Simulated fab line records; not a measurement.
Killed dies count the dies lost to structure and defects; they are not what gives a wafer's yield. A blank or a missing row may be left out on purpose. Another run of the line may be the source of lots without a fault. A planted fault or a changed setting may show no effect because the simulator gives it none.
Matching of chambers | flow n5Finfet | rieDiel-04 running N5_BEOL_M3_DESCUM_33: 4 sister chambers
The step chemistry O2, time 7 s. 14 wafers are shown with their chamber, then 7 later ones without.

== WAFERS WITH THEIR CHAMBER ==
wafer  | chamber | showerheadPlenumPTorr (Torr) | throttleValvePct (%) | drypumpMotorCurrentA (A)
L077.3 | 2       | 2.17                         | 20.40                | 4.9
L077.4 | 0       | 2.16                         | 20.33                | 5.3
L077.5 | 3       | 1.98                         | 20.44                | 5.9
L084.3 | 2       | 2.17                         | 20.41                | 4.9
L084.4 | 1       | 2.14                         | 19.99                | 6.3
L084.6 | 2       | 2.17                         | 20.42                | 4.8
L085.1 | 3       | 1.98                         | 20.45                | 5.9
L085.3 | 2       | 2.17                         | 20.41                | 4.9
L085.5 | 1       | 2.14                         | 19.99                | 6.2
L086.1 | 1       | 2.14                         | 19.98                | 6.2
L086.2 | 3       | 1.98                         | 20.45                | 5.9
L086.6 | 3       | 1.98                         | 20.47                | 5.8
L092.1 | 2       | 2.16                         | 20.42                | 4.9
L092.4 | 2       | 2.16                         | 20.44                | 4.9

SIGNATURES, as means of the wafers listed above
reading               | chamber 0 | chamber 1 | chamber 2 | chamber 3 | scatter within a chamber
showerheadPlenumPTorr | 2.1600    | 2.1400    | 2.1667    | 1.9800    | 0.00365
throttleValvePct      | 20.3300   | 19.9867   | 20.4167   | 20.4525   | 0.0121
drypumpMotorCurrentA  | 5.300     | 6.233     | 4.883     | 5.875     | 0.0474
Rule: for each reading, subtract the chamber's mean from the wafer's reading, divide by that reading's scatter and square the result; add these up over the readings and take the root, which gives the wafer's distance from the chamber. The wafer belongs to the nearest chamber; if the next one is less than 2 further off, it can't be placed. How the scatter is found: for the shown wafers, subtract from each reading the mean of its chamber, square and add these, divide the total by (wafers less chambers), then take the root.

== WAFERS WITH NO CHAMBER GIVEN ==
wafer  | showerheadPlenumPTorr (Torr) | throttleValvePct (%) | drypumpMotorCurrentA (A)
L092.6 | 2.14                         | 20.01                | 6.3
L093.1 | 2.16                         | 20.43                | 4.9
L093.2 | 2.15                         | 20.36                | 5.3
L093.6 | 2.15                         | 20.36                | 5.3
L094.3 | 2.16                         | 20.44                | 4.9
L094.4 | 2.15                         | 20.37                | 5.3
L094.6 | 2.15                         | 20.37                | 5.3

== THE CHAMBER EACH PASSED THROUGH ==
wafer  | from the rows above | in truth
L092.6 | 1                   | 1
L093.1 | 2                   | 2
L093.2 | 0                   | 0
L093.6 | 0                   | 0
L094.3 | 2                   | 2
L094.4 | 0                   | 0
L094.6 | 0                   | 0
Correctly placed: 7 of 7. Can't be placed from these rows: 0. Number placed wrongly: 0.
